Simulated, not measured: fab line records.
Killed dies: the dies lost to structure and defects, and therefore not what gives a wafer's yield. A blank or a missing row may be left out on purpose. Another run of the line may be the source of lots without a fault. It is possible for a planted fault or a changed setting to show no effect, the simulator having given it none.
Which of the tools did it?	flow nand_harc	Sampling: 24 lots, 72 wafers, 6 of 1159 route steps

== WHAT THE GAUGES READ, wafer by wafer ==
The record lacks any reading of a measuring or inspecting step that a usual standard deviation could be used to judge.

== WHAT TOOL EACH LOT RAN ON (gives the tool, then ch and the chambers of the sampled wafers, and finally the start) ==
lot	NHARC_A_STAIRCASE_DESCUM_186	NHARC_A_STAIRCASE_TRIM_198	NHARC_A_STAIRCASE_ETCH_199	NHARC_A_STAIRCASE_TRIM_200	NHARC_A_STAIRCASE_ETCH_221	NHARC_A_STAIRCASE_ETCH_225
L075	rie_diel-04 ch 1,2,3, day 10 18:19	rie_diel-02 ch 0,1,2, no start	rie_diel-02 ch 0,2,3, no start	rie_diel-02 ch 0,1,2, no start	rie_diel-02 ch 0,2,3, no start	rie_diel-02 ch 0,1,2, no start
L074	rie_diel-04 ch 0,1,3, day 11 01:32	rie_diel-04 ch 0,1, no start	rie_diel-04 ch 2,3, no start	rie_diel-04 ch 2,3, no start	rie_diel-01 ch 0,2,3, no start	rie_diel-01 ch 0,1,2, no start
L076	rie_diel-04 ch 0,1,3, day 11 13:10	rie_diel-02 ch 0,3, no start	rie_diel-02 ch 0,1,3, no start	rie_diel-02 ch 1,3, no start	rie_diel-01 ch 0,1,3, no start	rie_diel-01 ch 0,1,2, no start
L077	rie_diel-01 ch 0,2,3, day 11 13:42	rie_diel-02 ch 0,1,3, no start	rie_diel-02 ch 0,1, no start	rie_diel-02 ch 0,1,2, no start	rie_diel-01 ch 2,3, no start	rie_diel-01 ch 1,2, no start
L078	rie_diel-02 ch 0,3, day 11 22:33	rie_diel-02 ch 0,2,3, no start	rie_diel-02 ch 1,3, no start	rie_diel-02 ch 0,2,3, no start	rie_diel-04 ch 0,1, no start	rie_diel-04 ch 0,1,3, no start
L079	rie_diel-02 ch 0,2,3, day 12 13:29	rie_diel-04 ch 1,2,3, no start	rie_diel-04 ch 0,1,2, no start	rie_diel-04 ch 0,2,3, no start	rie_diel-02 ch 0,2,3, no start	rie_diel-02 ch 0,1,3, no start
L080	rie_diel-02 ch 1,2, day 12 13:46	rie_diel-02 ch 0,3, no start	rie_diel-02 ch 0,1,2, no start	rie_diel-02 ch 0,1,2, no start	rie_diel-04 ch 0,3, no start	rie_diel-04 ch 1,2, no start
L082	rie_diel-02 ch 1,2,3, day 13 05:08	rie_diel-02 ch 0,2,3, no start	rie_diel-02 ch 0,3, no start	rie_diel-02 ch 1,3, no start	rie_diel-01 ch 1,2,3, no start	rie_diel-01 ch 1,3, no start
L081	rie_diel-01 ch 0,1, day 13 05:31	rie_diel-02 ch 0,1,3, no start	rie_diel-02 ch 0,2,3, no start	rie_diel-02 ch 0,1,2, no start	rie_diel-04 ch 0,1,2, no start	rie_diel-01 ch 1,2,3, no start
L083	rie_diel-01 ch 1,2, day 13 05:41	rie_diel-02 ch 2,3, no start	rie_diel-02 ch 0,3, no start	rie_diel-02 ch 0,1, no start	rie_diel-04 ch 0,1, no start	rie_diel-01 ch 0,3, no start
L084	rie_diel-02 ch 0,2,3, day 13 16:05	rie_diel-02 ch 2,3, no start	rie_diel-02 ch 1,3, no start	rie_diel-02 ch 1,2,3, no start	rie_diel-02 ch 1,2,3, no start	rie_diel-02 ch 0,2, no start
L086	rie_diel-04 ch 2,3, day 14 03:32	rie_diel-04 ch 1,2, no start	rie_diel-04 ch 2,3, no start	rie_diel-04 ch 0,1, no start	rie_diel-02 ch 0,2,3, no start	rie_diel-02 ch 0,1, no start
L085	rie_diel-02 ch 1,3, day 14 05:01	rie_diel-02 ch 2,3, no start	rie_diel-02 ch 0,2,3, no start	rie_diel-02 ch 0,3, no start	rie_diel-02 ch 0,1, no start	rie_diel-02 ch 2,3, no start
L087	rie_diel-04 ch 0,1, day 14 09:31	rie_diel-04 ch 0,1,2, no start	rie_diel-04 ch 1,2, no start	rie_diel-04 ch 0,1,2, no start	rie_diel-04 ch 1,2,3, no start	rie_diel-04 ch 0,1, no start
L089	rie_diel-02 ch 0,3, day 14 15:01	rie_diel-04 ch 0,2,3, no start	rie_diel-04 ch 0,1,3, no start	rie_diel-04 ch 1,2,3, no start	rie_diel-01 ch 0,1,3, no start	rie_diel-01 ch 0,2, no start
L088	rie_diel-01 ch 0,1, day 14 15:43	rie_diel-01 ch 0,3, no start	rie_diel-01 ch 0,1,3, no start	rie_diel-01 ch 0,1,3, no start	rie_diel-01 ch 1,3, no start	rie_diel-01 ch 0,1,3, no start
L090	rie_diel-04 ch 0,1,2, day 14 23:32	rie_diel-04 ch 1,2,3, no start	rie_diel-04 ch 0,3, no start	rie_diel-04 ch 1,2, no start	rie_diel-04 ch 1,2, no start	rie_diel-04 ch 0,1, no start
L091	rie_diel-01 ch 1,2,3, day 15 00:01	rie_diel-01 ch 1,3, no start	rie_diel-01 ch 0,3, no start	rie_diel-01 ch 0,3, no start	rie_diel-02 ch 1,2,3, no start	rie_diel-02 ch 0,1, no start
L093	rie_diel-01 ch 1,3, day 15 14:33	rie_diel-01 ch 2,3, no start	rie_diel-01 ch 0,3, no start	rie_diel-01 ch 1,2, no start	rie_diel-04 ch 0,2,3, no start	rie_diel-04 ch 0,3, no start
L092	rie_diel-02 ch 1,2,3, day 15 15:07	rie_diel-04 ch 0,1,3, no start	rie_diel-04 ch 1,2, no start	rie_diel-04 ch 0,2,3, no start	rie_diel-01 ch 1,2,3, no start	rie_diel-01 ch 0,2,3, no start
L094	rie_diel-01 ch 2,3, day 16 04:04	rie_diel-01 ch 0,2,3, no start	rie_diel-01 ch 0,1,3, no start	rie_diel-01 ch 1,2,3, no start	rie_diel-02 ch 0,1,2, no start	rie_diel-02 ch 0,1,2, no start
L095	rie_diel-02 ch 0,1, day 16 04:23	rie_diel-01 ch 1,2,3, no start	rie_diel-01 ch 0,1,3, no start	rie_diel-01 ch 1,2,3, no start	rie_diel-01 ch 0,1, no start	rie_diel-01 ch 1,2,3, no start
L096	rie_diel-01 ch 1,2, day 16 10:46	rie_diel-01 ch 1,2,3, no start	rie_diel-01 ch 1,2, no start	rie_diel-01 ch 2,3, no start	rie_diel-04 ch 0,1,3, no start	rie_diel-04 ch 1,2,3, no start
L097	rie_diel-02 ch 0,2,3, day 16 14:50	rie_diel-02 ch 0,1, no start	rie_diel-02 ch 0,3, no start	rie_diel-02 ch 1,3, no start	rie_diel-01 ch 1,2,3, no start	rie_diel-01 ch 1,3, no start
- NHARC_A_STAIRCASE_DESCUM_186: chemistry O2, time 3 s.
- NHARC_A_STAIRCASE_TRIM_198: chemistry O2, time 211.2 s.
- NHARC_A_STAIRCASE_ETCH_199: etches the open film in C4F8/O2, target depth 100 nm, time 40.5 s.
- NHARC_A_STAIRCASE_TRIM_200: chemistry O2, time 211.2 s.
- NHARC_A_STAIRCASE_ETCH_221: etches the open film in C4F8/O2, target depth 100 nm, time 40.5 s.
- NHARC_A_STAIRCASE_ETCH_225: etches the open film in C4F8/O2, target depth 100 nm, time 40.5 s.

== WHAT THE TOOLS THEMSELVES READ (means of the sampled wafers that have a number; where no wafer has one, the mark that the record gives instead) ==
NHARC_A_STAIRCASE_DESCUM_186.
lot	tool	drypump_motor_current_A (A)	oes_product_au (a.u.)	rf_vpp_V (V)	showerhead_plenum_p_Torr (Torr)	throttle_valve_pct (%)
L075	rie_diel-04	5.7	1.000	57.3	1.92	11.318
L074	rie_diel-04	5.5	1.000	58.5	1.97	11.315
L076	rie_diel-04	5.5	1.001	58.9	1.97	11.311
L077	rie_diel-01	5.6	0.998	58.3	1.91	11.314
L078	rie_diel-02	5.5	1.000	57.4	1.79	11.312
L079	rie_diel-02	5.7	0.990	58.4	1.78	11.315
L080	rie_diel-02	6.0	0.980	57.9	1.78	11.311
L082	rie_diel-02	5.7	0.993	58.0	1.79	11.303
L081	rie_diel-01	5.5	1.003	58.2	2.03	11.314
L083	rie_diel-01	5.8	1.018	58.4	1.99	11.307
L084	rie_diel-02	5.7	1.003	57.3	1.78	11.306
L086	rie_diel-04	5.5	0.997	57.4	1.90	11.321
L085	rie_diel-02	5.9	0.988	57.1	1.81	11.307
L087	rie_diel-04	5.6	1.003	58.2	1.96	11.316
L089	rie_diel-02	5.9	0.985	57.7	1.78	11.315
L088	rie_diel-01	5.6	0.985	58.3	1.99	11.311
L090	rie_diel-04	5.5	0.997	57.4	1.94	11.318
L091	rie_diel-01	5.5	1.000	57.6	1.93	11.314
L093	rie_diel-01	5.2	1.000	57.9	1.97	11.312
L092	rie_diel-02	5.8	1.006	57.9	1.90	11.314
L094	rie_diel-01	5.4	1.003	58.0	1.85	11.308
L095	rie_diel-02	6.3	1.005	56.6	1.79	11.310
L096	rie_diel-01	5.8	1.001	58.3	1.98	11.307
L097	rie_diel-02	5.8	1.002	58.2	1.88	11.300

NHARC_A_STAIRCASE_TRIM_198.
lot	tool	drypump_motor_current_A (A)	oes_product_au (a.u.)	rf_vpp_V (V)	showerhead_plenum_p_Torr (Torr)	throttle_valve_pct (%)
L075	rie_diel-02	6.1	0.985	57.8	3.33	17.037
L074	rie_diel-04	5.3	1.007	57.9	3.67	17.022
L076	rie_diel-02	5.5	0.995	57.1	3.33	17.033
L077	rie_diel-02	5.9	0.997	58.1	3.34	17.032
L078	rie_diel-02	5.8	0.997	57.2	3.30	17.032
L079	rie_diel-04	5.7	1.004	58.6	3.53	17.034
L080	rie_diel-02	5.9	0.996	56.7	3.31	17.040
L082	rie_diel-02	5.7	0.985	57.2	3.30	17.037
L081	rie_diel-02	5.9	0.998	57.2	3.34	17.035
L083	rie_diel-02	5.6	0.979	57.4	3.29	17.033
L084	rie_diel-02	5.6	0.982	57.2	3.29	17.035
L086	rie_diel-04	5.6	1.000	57.2	3.50	17.033
L085	rie_diel-02	5.6	0.984	57.2	3.28	17.028
L087	rie_diel-04	5.4	1.000	58.7	3.57	17.038
L089	rie_diel-04	5.3	0.988	57.5	3.57	17.036
L088	rie_diel-01	5.5	0.984	57.4	3.52	17.041
L090	rie_diel-04	5.7	1.000	57.2	3.53	17.038
L091	rie_diel-01	5.1	0.992	58.2	3.48	17.030
L093	rie_diel-01	5.8	1.012	58.0	3.50	17.043
L092	rie_diel-04	5.5	0.999	58.7	3.60	17.033
L094	rie_diel-01	5.6	0.995	58.2	3.51	17.036
L095	rie_diel-01	5.5	1.003	57.7	3.56	17.039
L096	rie_diel-01	5.5	1.001	57.7	3.56	17.037
L097	rie_diel-02	6.3	0.995	56.6	3.31	17.042

NHARC_A_STAIRCASE_ETCH_199.
lot	tool	oes_product_au (a.u.)	rf_vpp_V (V)
L075	rie_diel-02	0.942	888
L074	rie_diel-04	0.937	896
L076	rie_diel-02	0.943	890
L077	rie_diel-02	0.935	890
L078	rie_diel-02	0.947	890
L079	rie_diel-04	0.947	899
L080	rie_diel-02	0.942	887
L082	rie_diel-02	0.944	888
L081	rie_diel-02	0.936	887
L083	rie_diel-02	0.941	887
L084	rie_diel-02	0.943	889
L086	rie_diel-04	0.931	897
L085	rie_diel-02	0.923	887
L087	rie_diel-04	0.936	894
L089	rie_diel-04	0.925	899
L088	rie_diel-01	0.938	898
L090	rie_diel-04	0.927	898
L091	rie_diel-01	0.928	892
L093	rie_diel-01	0.936	896
L092	rie_diel-04	0.961	896
L094	rie_diel-01	0.936	897
L095	rie_diel-01	0.937	898
L096	rie_diel-01	0.948	900
L097	rie_diel-02	0.963	887

NHARC_A_STAIRCASE_TRIM_200.
lot	tool	drypump_motor_current_A (A)	oes_product_au (a.u.)	rf_vpp_V (V)	showerhead_plenum_p_Torr (Torr)	throttle_valve_pct (%)
L075	rie_diel-02	6.1	0.987	57.4	3.33	17.043
L074	rie_diel-04	5.5	1.002	58.1	3.51	17.035
L076	rie_diel-02	5.6	1.009	57.7	3.35	17.024
L077	rie_diel-02	6.1	0.991	57.0	3.32	17.030
L078	rie_diel-02	5.8	0.990	57.0	3.30	17.024
L079	rie_diel-04	5.3	1.004	57.6	3.58	17.044
L080	rie_diel-02	6.1	0.988	57.3	3.32	17.040
L082	rie_diel-02	6.0	0.990	57.5	3.36	17.035
L081	rie_diel-02	6.1	0.983	57.2	3.32	17.038
L083	rie_diel-02	6.3	0.994	57.7	3.32	17.034
L084	rie_diel-02	5.8	0.989	56.8	3.32	17.032
L086	rie_diel-04	5.6	1.004	57.3	3.61	17.042
L085	rie_diel-02	5.9	0.988	57.7	3.30	17.036
L087	rie_diel-04	5.5	1.005	57.8	3.57	17.038
L089	rie_diel-04	5.7	1.004	57.7	3.53	17.031
L088	rie_diel-01	5.4	0.990	58.6	3.57	17.038
L090	rie_diel-04	5.6	1.006	56.9	3.49	17.032
L091	rie_diel-01	5.3	0.991	56.8	3.42	17.040
L093	rie_diel-01	5.6	0.996	58.1	3.71	17.038
L092	rie_diel-04	5.3	0.995	57.9	3.56	17.034
L094	rie_diel-01	5.5	1.006	57.1	3.56	17.034
L095	rie_diel-01	5.5	0.998	58.1	3.56	17.043
L096	rie_diel-01	5.8	1.009	57.2	3.50	17.038
L097	rie_diel-02	5.5	1.021	56.9	3.33	17.043

NHARC_A_STAIRCASE_ETCH_221.
lot	tool	oes_product_au (a.u.)	rf_vpp_V (V)
L075	rie_diel-02	0.923	886
L074	rie_diel-01	0.928	897
L076	rie_diel-01	0.929	898
L077	rie_diel-01	0.926	896
L078	rie_diel-04	0.957	900
L079	rie_diel-02	0.937	888
L080	rie_diel-04	0.915	899
L082	rie_diel-01	0.932	897
L081	rie_diel-04	0.931	897
L083	rie_diel-04	0.930	900
L084	rie_diel-02	0.911	888
L086	rie_diel-02	0.917	887
L085	rie_diel-02	0.935	889
L087	rie_diel-04	0.949	896
L089	rie_diel-01	0.924	898
L088	rie_diel-01	0.932	900
L090	rie_diel-04	0.923	894
L091	rie_diel-02	0.952	894
L093	rie_diel-04	0.946	897
L092	rie_diel-01	0.923	898
L094	rie_diel-02	0.944	894
L095	rie_diel-01	0.946	900
L096	rie_diel-04	0.932	898
L097	rie_diel-01	0.926	897

NHARC_A_STAIRCASE_ETCH_225.
lot	tool	oes_product_au (a.u.)	rf_vpp_V (V)
L075	rie_diel-02	0.930	889
L074	rie_diel-01	0.949	901
L076	rie_diel-01	0.943	902
L077	rie_diel-01	0.953	903
L078	rie_diel-04	0.948	898
L079	rie_diel-02	0.936	889
L080	rie_diel-04	0.955	896
L082	rie_diel-01	0.932	894
L081	rie_diel-01	0.936	898
L083	rie_diel-01	0.929	893
L084	rie_diel-02	0.929	887
L086	rie_diel-02	0.919	888
L085	rie_diel-02	0.920	887
L087	rie_diel-04	0.952	899
L089	rie_diel-01	0.935	899
L088	rie_diel-01	0.927	897
L090	rie_diel-04	0.946	901
L091	rie_diel-02	0.945	889
L093	rie_diel-04	0.950	901
L092	rie_diel-01	0.949	895
L094	rie_diel-02	0.937	894
L095	rie_diel-01	0.964	898
L096	rie_diel-04	0.939	897
L097	rie_diel-01	0.939	893

== THE ANSWER, worked out from the rows above alone ==
Rule: the usual values come from the lots themselves. The widest of any qualifying gaps counts: lots, ordered by their means at a reading, are off when they make up no more than a third of the lots, leave a main group of 4 or more, and stand apart from it by 3 or more times the standard deviation of that group's means. Not used: any main group whose means are identical at the precision the tables above print for the reading. Also off: a lot with no number at a reading for which 4 or more lots have one. Any other lot the step has rows for is counted as sound. The gauges are gone through in route order, then the tools' own readings, and for those a lot's mean is taken as printed above. At the first step where some lot is off, the reading lying furthest off is the one used; lots without a number count as furthest.
No lot is off on any of the readings shown, so nothing can be concluded from this.

== WHAT THE SIMULATOR HAD INSERTED ==
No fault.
